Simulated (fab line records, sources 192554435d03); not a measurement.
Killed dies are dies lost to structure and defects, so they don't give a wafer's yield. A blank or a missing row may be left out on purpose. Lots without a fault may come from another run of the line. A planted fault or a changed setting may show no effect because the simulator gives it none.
One fault seen from 3 desks | flow n5_finfet | each desk has only its own numbers; what lay behind them comes last

THE DEFECT DESK
What the inspections along the route counted, lot by lot: means of the sampled wafers that have a number. A lot is out of limits, marked OUT, if its mean lies more than 4 standard deviations from the usual mean; the brackets give that distance.
Columns: A = raw_defect_count at N5_DUMMY_GATE_INSPECT_27, usual 299; B = raw_defect_count at N5_SPACER0_INSPECT_04, usual 136; C = raw_defect_count at N5_SD_EPI_N_INSPECT_11, usual 2.1
lot  | first seen here | A   | B   | C
L701 | day 3 12:04     | 342 | 154 | 2.3
L704 | day 4 04:42     | 351 | 173 | 2.7
L708 | day 5 07:18     | 218 | 108 | 1.7
L711 | day 6 01:52     | 320 | 128 | 3.5
L720 | day 8 05:55     | 275 | 110 | 3.3
L722 | day 8 18:25     | 254 | 125 | 2.7
This desk's finding: nothing out of limits on any of the 6 lots.

THE TOOL OWNER'S DESK: ald_sin-03
The tool's own readings at N5_SPACER0_ALD_00 (deposits SiOCN, target thk 3.5 nm, pulse time 3 s, purge time 2 s): means of the sampled wafers that have a number, for each lot that ran on this tool. A lot is out of limits, marked OUT, if its mean lies more than 4 standard deviations from the usual mean; the brackets give that distance.
Columns: A = heater_power_w at N5_SPACER0_ALD_00, usual 863 W; B = precursor_pulse_height_rel at N5_SPACER0_ALD_00, usual 0.999
lot  | first seen here | A   | B
L701 | day 3 12:32     | 881 | 0.985
L704 | day 4 05:57     | 854 | 1.020
L708 | day 5 07:29     | 881 | 0.986
L711 | day 6 02:15     | 852 | 1.037
This desk's finding: nothing out of limits on any of the 4 lots.

THE METROLOGY DESK
What the gauges read, lot by lot, whatever tool the lot ran on: means of the sampled wafers that have a number. A lot is out of limits, marked OUT, if its mean lies more than 4 standard deviations from the usual mean; the brackets give that distance.
Columns: A = cd_nm at N5_DUMMY_GATE_CD_MEAS_24, usual 14.8 nm; B = cd_nm at N5_SD_EPI_N_CD_MEAS_09, usual 120.0 nm; C = SD_N_BLK_OVL at N5_SD_EPI_N_OVL_MEAS_10, usual 0.2 nm
lot  | first seen here | A    | B     | C
L701 | day 3 11:48     | 14.8 | 119.7 | -0.7
L704 | day 4 04:20     | 14.9 | 120.7 | 0.7
L708 | day 5 07:01     | 15.4 | 119.0 | -1.0
L711 | day 6 01:35     | 15.2 | 120.7 | -0.2
L720 | day 8 05:20     | 14.6 | 120.6 | 0.1
L722 | day 8 18:08     | 14.7 | 119.3 | -0.1
This desk's finding: nothing out of limits on any of the 6 lots.

PUT TOGETHER
The defect desk saw nothing out of limits.
The tool owner's desk saw nothing out of limits.
The metrology desk saw nothing out of limits.

WHAT THE SIMULATOR HAD PUT IN
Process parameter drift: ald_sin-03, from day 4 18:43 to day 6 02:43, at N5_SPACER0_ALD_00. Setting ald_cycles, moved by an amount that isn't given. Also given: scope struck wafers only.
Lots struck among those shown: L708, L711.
